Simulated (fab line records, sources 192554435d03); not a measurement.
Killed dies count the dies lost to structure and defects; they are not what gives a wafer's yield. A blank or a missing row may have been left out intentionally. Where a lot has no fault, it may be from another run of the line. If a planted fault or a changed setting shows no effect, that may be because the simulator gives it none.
What tool caused it? + flow n5_finfet + 23 lots, 69 wafers sampled, at 5 steps of a route of 1938

WHAT EACH GAUGE READ, for each wafer
N5_BEOL_M4_INSPECT_59: inspects for defects (darkfield).
| lot  | measured     | on                | raw_defect_count |
|------|--------------|-------------------|------------------|
| L074 | day 7 19:42  | defect_inspect-01 | 59 92 60         |
| L075 | day 8 14:32  | defect_inspect-01 | 95 82 60         |
| L077 | day 8 21:02  | defect_inspect-01 | 57 52 43         |
| L076 | day 8 21:27  | defect_inspect-01 | 73 56 55         |
| L078 | day 8 21:31  | defect_inspect-02 | 78 42 89         |
| L079 | day 9 03:20  | defect_inspect-02 | 71 70 89         |
| L081 | day 9 07:17  | defect_inspect-02 | 70 100 62        |
| L080 | day 9 21:59  | defect_inspect-02 | 51 77 42         |
| L082 | day 9 23:49  | defect_inspect-01 | 82 72 65         |
| L083 | day 10 01:50 | defect_inspect-01 | 69 93 123        |
| L084 | day 10 19:43 | defect_inspect-02 | 88 114 129       |
| L085 | day 10 20:26 | defect_inspect-02 | 113 78 43        |
| L088 | day 11 01:52 | defect_inspect-02 | 110 78 52        |
| L086 | day 11 02:25 | defect_inspect-01 | 66 70 91         |
| L087 | day 11 20:28 | defect_inspect-02 | 71 89 62         |
| L089 | day 11 22:17 | defect_inspect-01 | 76 105 146       |
| L090 | day 12 04:37 | defect_inspect-02 | 109 77 101       |
| L091 | day 12 06:38 | defect_inspect-01 | 54 78 63         |
| L092 | day 12 10:13 | defect_inspect-02 | 57 84 70         |
| L093 | day 12 10:29 | defect_inspect-02 | 84 31 48         |
| L094 | day 13 04:00 | defect_inspect-02 | 94 77 61         |
| L096 | day 13 12:29 | defect_inspect-01 | 72 119 145       |
| L097 | day 13 13:26 | defect_inspect-02 | 77 57 102        |

N5_BEOL_M5_OVL_MEAS_12.
| lot  | measured     | on         | M5_OVL (nm)    |
|------|--------------|------------|----------------|
| L074 | day 7 22:21  | overlay-01 | 0.4 -0.5 -0.1  |
| L075 | day 8 17:26  | overlay-02 | -0.2 -0.8 1.2  |
| L077 | day 9 00:14  | overlay-01 | 1.2 -0.3 0.8   |
| L076 | day 9 00:24  | overlay-02 | 0.8 0.4 -0.1   |
| L078 | day 9 00:41  | overlay-01 | 1.9 0.7 -0.4   |
| L079 | day 9 09:24  | overlay-02 | 0.2 0.4 -0.3   |
| L081 | day 9 10:08  | overlay-02 | -1.7 1.3 -1.0  |
| L080 | day 10 01:50 | overlay-01 | -0.1 1.1 -1.0  |
| L082 | day 10 02:01 | overlay-02 | -0.2 -0.4 0.6  |
| L083 | day 10 04:41 | overlay-01 | 0.2 0.6 0.4    |
| L084 | day 10 22:22 | overlay-02 | 0.1 -0.7 -0.3  |
| L085 | day 10 22:55 | overlay-02 | 0.4 -0.1 0.0   |
| L088 | day 11 05:24 | overlay-02 | 0.7 0.1 0.4    |
| L086 | day 11 05:49 | overlay-02 | -0.4 0.4 -0.4  |
| L087 | day 11 22:41 | overlay-01 | -0.2 -0.3 -0.3 |
| L089 | day 12 02:30 | overlay-01 | 1.0 0.4 -0.5   |
| L090 | day 12 07:08 | overlay-02 | -0.6 0.0 -0.2  |
| L091 | day 12 11:54 | overlay-02 | 0.5 0.5 0.9    |
| L092 | day 12 12:54 | overlay-02 | -0.7 0.9 -0.2  |
| L093 | day 12 13:05 | overlay-02 | 0.4 0.8 0.1    |
| L094 | day 13 07:05 | overlay-01 | -0.1 0.9 0.6   |
| L096 | day 13 16:29 | overlay-02 | 1.0 1.2 0.0    |
| L097 | day 13 16:46 | overlay-01 | -0.3 -1.0 -0.1 |

N5_BEOL_M5_CD_MEAS_35: target cd 28 nm, target cd y 24 nm.
| lot  | measured     | on        | cd_nm (nm)     |
|------|--------------|-----------|----------------|
| L074 | day 8 01:45  | cd_sem-01 | 27.6 28.1 28.3 |
| L075 | day 8 19:12  | cd_sem-02 | 27.2 28.6 28.0 |
| L077 | day 9 02:44  | cd_sem-03 | 28.1 28.2 28.6 |
| L076 | day 9 02:55  | cd_sem-01 | 28.4 28.4 28.3 |
| L078 | day 9 03:05  | cd_sem-03 | 27.4 28.4 28.0 |
| L079 | day 9 10:56  | cd_sem-02 | 27.7 28.4 28.0 |
| L081 | day 9 13:49  | cd_sem-01 | 28.6 28.2 28.3 |
| L080 | day 10 03:37 | cd_sem-03 | 27.1 28.4 27.9 |
| L082 | day 10 03:48 | cd_sem-02 | 28.0 27.4 27.9 |
| L083 | day 10 09:10 | cd_sem-01 | 28.8 27.9 28.3 |
| L084 | day 11 02:10 | cd_sem-02 | 27.7 27.7 27.6 |
| L085 | day 11 01:58 | cd_sem-01 | 28.5 29.0 28.2 |
| L088 | day 11 07:04 | cd_sem-02 | 28.5 28.3 27.3 |
| L086 | day 11 07:32 | cd_sem-02 | 28.5 28.3 27.8 |
| L087 | day 12 00:22 | cd_sem-03 | 28.0 28.7 27.8 |
| L089 | day 12 05:44 | cd_sem-02 | 28.6 28.5 28.2 |
| L090 | day 12 11:14 | cd_sem-03 | 28.2 28.1 27.3 |
| L091 | day 12 16:50 | cd_sem-03 | 27.6 27.8 27.0 |
| L092 | day 12 16:47 | cd_sem-02 | 28.4 28.0 27.8 |
| L093 | day 12 17:17 | cd_sem-02 | 27.8 27.9 28.6 |
| L094 | day 13 09:29 | cd_sem-03 | 27.5 27.9 28.8 |
| L096 | day 13 19:43 | cd_sem-03 | 27.8 27.9 28.0 |
| L097 | day 13 19:20 | cd_sem-02 | 28.1 28.2 27.4 |

TOOL THAT RAN EACH LOT (tool first, then ch and the chambers of the sampled wafers, then the start)
| lot  | N5_BEOL_M5_VIA_ETCH_34             | N5_BEOL_M5_TRENCH_ETCH_37                     |
|------|------------------------------------|-----------------------------------------------|
| L074 | rie_diel-03 ch 1,3, day 8 01:16    | rie_diel-03 ch 1,3, day 8 01:45 or earlier    |
| L075 | rie_diel-03 ch 1,2,3, day 8 18:49  | rie_diel-03 ch 1,2,3, day 8 19:12 or earlier  |
| L077 | rie_diel-05 ch 0,2, day 9 02:20    | rie_diel-05 ch 0,2, day 9 02:44 or earlier    |
| L076 | rie_diel-01 ch 1,2,3, day 9 02:31  | rie_diel-01 ch 1,2,3, day 9 02:55 or earlier  |
| L078 | rie_diel-03 ch 0,3, day 9 02:41    | rie_diel-03 ch 0,3, day 9 03:05 or earlier    |
| L079 | rie_diel-01 ch 0,1,2, day 9 10:32  | rie_diel-01 ch 0,1,2, day 9 10:56 or earlier  |
| L081 | rie_diel-01 ch 0,1, day 9 13:25    | rie_diel-01 ch 0,1, day 9 13:49 or earlier    |
| L080 | rie_diel-01 ch 0,1,3, day 10 03:13 | rie_diel-01 ch 0,1,3, day 10 03:37 or earlier |
| L082 | rie_diel-03 ch 1,2,3, day 10 03:19 | rie_diel-03 ch 1,2,3, day 10 03:48 or earlier |
| L083 | rie_diel-05 ch 0,2, day 10 08:47   | rie_diel-05 ch 0,2, day 10 09:10 or earlier   |
| L084 | rie_diel-03 ch 1,2, day 11 01:47   | rie_diel-03 ch 1,2, day 11 02:10 or earlier   |
| L085 | rie_diel-05 ch 0,1, day 11 01:34   | rie_diel-05 ch 0,1, day 11 01:58 or earlier   |
| L088 | rie_diel-01 ch 0,2,3, day 11 06:41 | rie_diel-01 ch 0,2,3, day 11 07:04 or earlier |
| L086 | rie_diel-01 ch 2,3, day 11 07:09   | rie_diel-01 ch 2,3, day 11 07:32 or earlier   |
| L087 | rie_diel-01 ch 1,2,3, day 11 23:58 | rie_diel-01 ch 1,2,3, day 12 00:22 or earlier |
| L089 | rie_diel-05 ch 1,3, day 12 05:21   | rie_diel-05 ch 1,3, day 12 05:44 or earlier   |
| L090 | rie_diel-03 ch 1,2,3, day 12 10:50 | rie_diel-03 ch 1,2,3, day 12 11:14 or earlier |
| L091 | rie_diel-05 ch 1,2, day 12 16:26   | rie_diel-05 ch 1,2, day 12 16:50 or earlier   |
| L092 | rie_diel-01 ch 0,1,3, day 12 16:23 | rie_diel-01 ch 0,1,3, day 12 16:47 or earlier |
| L093 | rie_diel-03 ch 0,1, day 12 16:53   | rie_diel-03 ch 0,1, day 12 17:17 or earlier   |
| L094 | rie_diel-05 ch 0,3, day 13 09:05   | rie_diel-05 ch 0,3, day 13 09:29 or earlier   |
| L096 | rie_diel-05 ch 1,2,3, day 13 19:20 | rie_diel-05 ch 1,2,3, day 13 19:43 or earlier |
| L097 | rie_diel-05 ch 0,2,3, day 13 18:56 | rie_diel-05 ch 0,2,3, day 13 19:20 or earlier |
- N5_BEOL_M5_VIA_ETCH_34: etches SiCOH lowk in C4F6/O2, target depth 88.3 nm, time 39.2 s.
- N5_BEOL_M5_TRENCH_ETCH_37: etches SiCOH lowk in C4F6/O2, target depth 71.652 nm, time 24.7 s.

AS READ BY THE TOOLS THEMSELVES (means over the sampled wafers that have a number; for cases with no such wafer, the mark the record gives instead)
N5_BEOL_M5_VIA_ETCH_34.
| lot  | tool        | bias_w (W) | drypump_motor_current_A (A) | mfc_ar_sccm (sccm) | oes_product_au (a.u.) | rf_fwd_power_W (W) | rf_vpp_V (V) | showerhead_plenum_p_Torr (Torr) | throttle_valve_pct (%) |
|------|-------------|------------|-----------------------------|--------------------|-----------------------|--------------------|--------------|---------------------------------|------------------------|
| L074 | rie_diel-03 | 185.0      | 5.8                         | 299.6              | 0.93                  | 340.6              | 658          | 2.78                            | 20.51                  |
| L075 | rie_diel-03 | 184.6      | 5.4                         | 299.5              | 0.85                  | 342.0              | 666          | 2.80                            | 20.79                  |
| L077 | rie_diel-05 | 184.5      | 6.2                         | 299.7              | 0.80                  | 341.3              | 645          | 2.79                            | 20.75                  |
| L076 | rie_diel-01 | 184.8      | 5.9                         | 299.0              | 0.76                  | 341.4              | 645          | 2.74                            | 20.85                  |
| L078 | rie_diel-03 | 185.2      | 6.5                         | 298.6              | 0.77                  | 341.9              | 653          | 2.82                            | 20.95                  |
| L079 | rie_diel-01 | 185.3      | 5.8                         | 300.4              | 0.76                  | 339.9              | 667          | 2.77                            | 20.90                  |
| L081 | rie_diel-01 | 185.2      | 5.8                         | 299.7              | 0.68                  | 340.4              | 664          | 2.74                            | 20.96                  |
| L080 | rie_diel-01 | 185.1      | 6.0                         | 299.7              | 0.71                  | 341.8              | 654          | 2.76                            | 20.92                  |
| L082 | rie_diel-03 | 185.1      | 5.4                         | 300.4              | 0.83                  | 341.9              | 665          | 2.79                            | 20.81                  |
| L083 | rie_diel-05 | 185.6      | 5.9                         | 298.9              | 0.82                  | 341.6              | 660          | 2.82                            | 20.57                  |
| L084 | rie_diel-03 | 184.8      | 5.0                         | 300.1              | 0.77                  | 341.1              | 673          | 2.81                            | 21.08                  |
| L085 | rie_diel-05 | 184.1      | 6.1                         | 300.4              | 0.77                  | 340.9              | 639          | 2.79                            | 20.88                  |
| L088 | rie_diel-01 | 185.2      | 6.0                         | 299.9              | 0.76                  | 341.3              | 656          | 2.79                            | 20.87                  |
| L086 | rie_diel-01 | 184.6      | 5.8                         | 300.0              | 0.81                  | 341.5              | 646          | 2.77                            | 20.79                  |
| L087 | rie_diel-01 | 185.5      | 5.9                         | 299.2              | 0.84                  | 341.7              | 649          | 2.84                            | 20.73                  |
| L089 | rie_diel-05 | 184.8      | 5.5                         | 300.5              | 0.87                  | 341.5              | 664          | 2.89                            | 20.81                  |
| L090 | rie_diel-03 | 184.7      | 5.4                         | 300.5              | 0.82                  | 341.0              | 666          | 2.79                            | 20.82                  |
| L091 | rie_diel-05 | 185.0      | 5.6                         | 300.6              | 0.81                  | 341.1              | 670          | 2.86                            | 20.48                  |
| L092 | rie_diel-01 | 184.7      | 6.0                         | 299.8              | 0.80                  | 342.0              | 657          | 2.86                            | 20.82                  |
| L093 | rie_diel-03 | 185.3      | 5.3                         | 299.4              | 0.88                  | 342.9              | 654          | 2.80                            | 20.97                  |
| L094 | rie_diel-05 | 185.0      | 5.8                         | 300.6              | 0.86                  | 341.7              | 653          | 2.85                            | 20.92                  |
| L096 | rie_diel-05 | 184.9      | 5.6                         | 300.0              | 0.83                  | 341.6              | 668          | 2.88                            | 20.65                  |
| L097 | rie_diel-05 | 184.7      | 5.9                         | 299.7              | 0.82                  | 340.6              | 656          | 2.83                            | 20.78                  |

N5_BEOL_M5_TRENCH_ETCH_37.
| lot  | tool        | bias_w (W) | drypump_motor_current_A (A) | mfc_ar_sccm (sccm) | oes_product_au (a.u.) | rf_fwd_power_W (W) | rf_vpp_V (V) | showerhead_plenum_p_Torr (Torr) | throttle_valve_pct (%) |
|------|-------------|------------|-----------------------------|--------------------|-----------------------|--------------------|--------------|---------------------------------|------------------------|
| L074 | rie_diel-03 | 185.1      | 5.8                         | 300.0              | 0.93                  | 341.3              | 658          | 2.78                            | 20.56                  |
| L075 | rie_diel-03 | 184.7      | 5.5                         | 300.1              | 0.84                  | 341.1              | 665          | 2.80                            | 20.82                  |
| L077 | rie_diel-05 | 184.6      | 6.2                         | 300.4              | 0.81                  | 340.0              | 644          | 2.79                            | 20.79                  |
| L076 | rie_diel-01 | 185.3      | 5.9                         | 300.3              | 0.76                  | 341.8              | 645          | 2.74                            | 20.88                  |
| L078 | rie_diel-03 | 185.5      | 6.5                         | 299.8              | 0.76                  | 341.6              | 653          | 2.82                            | 20.99                  |
| L079 | rie_diel-01 | 185.2      | 5.8                         | 300.3              | 0.75                  | 341.0              | 666          | 2.77                            | 20.92                  |
| L081 | rie_diel-01 | 185.3      | 5.8                         | 300.4              | 0.68                  | 340.7              | 665          | 2.74                            | 20.99                  |
| L080 | rie_diel-01 | 184.7      | 6.0                         | 299.9              | 0.71                  | 340.1              | 654          | 2.76                            | 20.96                  |
| L082 | rie_diel-03 | 184.9      | 5.4                         | 300.6              | 0.84                  | 340.6              | 666          | 2.79                            | 20.83                  |
| L083 | rie_diel-05 | 185.4      | 5.9                         | 299.7              | 0.82                  | 341.4              | 659          | 2.82                            | 20.60                  |
| L084 | rie_diel-03 | 184.9      | 5.0                         | 300.4              | 0.77                  | 340.4              | 673          | 2.81                            | 21.11                  |
| L085 | rie_diel-05 | 184.6      | 6.1                         | 300.0              | 0.76                  | 339.0              | 640          | 2.79                            | 20.91                  |
| L088 | rie_diel-01 | 184.4      | 6.0                         | 298.9              | 0.77                  | 339.6              | 655          | 2.79                            | 20.92                  |
| L086 | rie_diel-01 | 185.1      | 5.8                         | 300.3              | 0.80                  | 340.5              | 646          | 2.77                            | 20.84                  |
| L087 | rie_diel-01 | 184.8      | 5.9                         | 300.1              | 0.85                  | 339.8              | 648          | 2.84                            | 20.77                  |
| L089 | rie_diel-05 | 184.5      | 5.5                         | 299.5              | 0.87                  | 339.2              | 664          | 2.89                            | 20.85                  |
| L090 | rie_diel-03 | 184.7      | 5.4                         | 299.2              | 0.81                  | 339.8              | 665          | 2.79                            | 20.86                  |
| L091 | rie_diel-05 | 185.2      | 5.6                         | 300.4              | 0.81                  | 341.2              | 670          | 2.86                            | 20.51                  |
| L092 | rie_diel-01 | 184.6      | 6.0                         | 300.5              | 0.80                  | 340.1              | 657          | 2.86                            | 20.87                  |
| L093 | rie_diel-03 | 184.7      | 5.3                         | 300.1              | 0.88                  | 341.8              | 654          | 2.80                            | 21.01                  |
| L094 | rie_diel-05 | 185.1      | 5.8                         | 299.0              | 0.85                  | 340.2              | 652          | 2.85                            | 20.97                  |
| L096 | rie_diel-05 | 185.2      | 5.5                         | 299.8              | 0.82                  | 341.6              | 667          | 2.88                            | 20.69                  |
| L097 | rie_diel-05 | 184.6      | 5.9                         | 301.2              | 0.82                  | 340.2              | 655          | 2.83                            | 20.80                  |

THE ANSWER, worked out from the rows above alone
Rule: what is usual is taken from the lots themselves. The widest of any qualifying gaps counts: lots, ordered by their means at a reading, are off when they make up no more than a third of the lots, leave a main group of 4 or more, and stand apart from it by 3 or more times the standard deviation of that group's means. The tables above print the reading to a certain number of digits; a main group whose means all agree to those digits is not used. A lot without any number at a reading at which 4 lots or more have one is off too. All remaining lots with rows at the step are treated as sound. The gauges are gone through in route order, then the tools' own readings, and for those a lot's mean is taken as printed above. The first step at which some lot is off is used, and at that step the reading that is off furthest; a lot without a number counts as furthest.
No lot is off at any reading shown: from this, nothing can be told.

WHAT WAS PUT IN BY THE SIMULATOR
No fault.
